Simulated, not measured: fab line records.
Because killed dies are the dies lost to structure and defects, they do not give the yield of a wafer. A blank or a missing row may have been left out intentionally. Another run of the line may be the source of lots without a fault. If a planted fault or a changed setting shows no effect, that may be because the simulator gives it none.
The same fault as seen by 2 desks :: flow n5_finfet :: what lay behind the numbers comes last; until then each desk has only its own

== FOR THE TOOL OWNER'S DESK: litho_track-02 ==
The tool's own readings at N5_SD_EPI_N_COAT_32 (time 60 s, resist thk 350 nm): means of the sampled wafers that have a number, for each lot that ran on this tool. A lot is out of limits, marked OUT, if its mean lies more than 4 standard deviations from the usual mean; the brackets give that distance.
Columns: A = heater_power_total_W at N5_SD_EPI_N_COAT_32, usual 500.6 W; B = run_length_s at N5_SD_EPI_N_COAT_32, usual 66.01 s
lot: L502
first seen here: day 3 18:05
A: 498.0
B: 65.91

lot: L504
first seen here: day 4 00:02
A: 499.2
B: 65.91

lot: L506
first seen here: day 4 06:03
A: 499.7
B: 66.03

lot: L514
first seen here: day 6 13:04
A: 501.3
B: 66.05

lot: L516
first seen here: day 6 21:29
A: 532.3 (+18) OUT
B: 60.30 (-44) OUT

lot: L517
first seen here: day 6 23:29
A: 515.2 (+8.1) OUT
B: 63.03 (-23) OUT
This desk finds L516, L517 out of limits, L516 being first, at day 6 21:29 (heater_power_total_W at N5_SD_EPI_N_COAT_32). In limits: L502, L504, L506, L514.

== AT THE METROLOGY DESK ==
Lot by lot, what the gauges showed, no matter which tool ran the lot: averages of those sampled wafers that carry a number. A lot is out of limits, marked OUT, if its mean lies more than 4 standard deviations from the usual mean; the brackets give that distance. Of its 10 readings 7 are shown: those that lie furthest out on some lot.
Columns: A = DIBL_N at N5_BEOL_M4_RC_MEAS_101, usual 37.1 mV/V; B = DIBL_P at N5_BEOL_M4_RC_MEAS_101, usual 37.2 mV/V; C = IOFF_N at N5_BEOL_M4_RC_MEAS_101, usual 0.17 nA/um; D = IOFF_P at N5_BEOL_M4_RC_MEAS_101, usual 0.22 nA/um; E = SS_N at N5_BEOL_M4_RC_MEAS_101, usual 71.7 mV/dec; F = VT_N at N5_BEOL_M4_RC_MEAS_101, usual 248.9 mV; G = VT_P at N5_BEOL_M4_RC_MEAS_101, usual -251 mV
lot: L504
first seen here: day 8 22:56
A: 36.2
B: 37.0
C: 0.16
D: 0.20
E: 71.5
F: 248.5
G: -253

lot: L502
first seen here: day 9 01:41
A: 35.9
B: 36.5
C: 0.17
D: 0.24
E: 72.0
F: 248.2
G: -246

lot: L505
first seen here: day 9 10:14
A: 36.3
B: 37.0
C: 0.18
D: 0.25
E: 71.2
F: 247.5
G: -247

lot: L506
first seen here: day 10 00:26
A: 38.1
B: 37.7
C: 0.19
D: 0.23
E: 71.9
F: 246.3
G: -249

lot: L517
first seen here: day 12 17:26
A: 39.0
B: 39.4
C: 0.21
D: 0.22
E: 72.3
F: 245.9
G: -253

lot: L516
first seen here: day 12 17:54
A: 38.5
B: 39.7
C: 0.20
D: 0.23
E: 72.2
F: 247.0
G: -250

lot: L514
first seen here: day 12 19:37
A: 38.0
B: 37.8
C: 0.17
D: 0.23
E: 71.0
F: 249.2
G: -250

lot: L523
first seen here: day 14 10:52
A: 39.2
B: 37.9
C: 0.18
D: 0.23
E: 72.1
F: 249.3
G: -248

lot: L524
first seen here: day 14 13:47
A: 37.7
B: 37.2
C: 0.19
D: 0.26
E: 72.3
F: 247.1
G: -244
This desk's verdict: no lot among the 9 shows anything out of limits.

== PUT TOGETHER ==
On L516, L517, at day 6 21:29, an alarm was possible from the tool owner's desk.
The metrology desk saw nothing out of limits.
The metrology desk has L516, L517 on record, within its limits.
On litho_track-02, each named lot ran N5_SD_EPI_N_COAT_32.

== WHAT THE SIMULATOR PUT IN ==
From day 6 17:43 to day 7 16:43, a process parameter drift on litho_track-02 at N5_SD_EPI_N_COAT_32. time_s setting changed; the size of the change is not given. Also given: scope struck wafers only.
Lots struck among those shown: L516, L517.
Delay in hours, fault start to first out-of-limits reading, by desk: the tool owner's desk at 4.
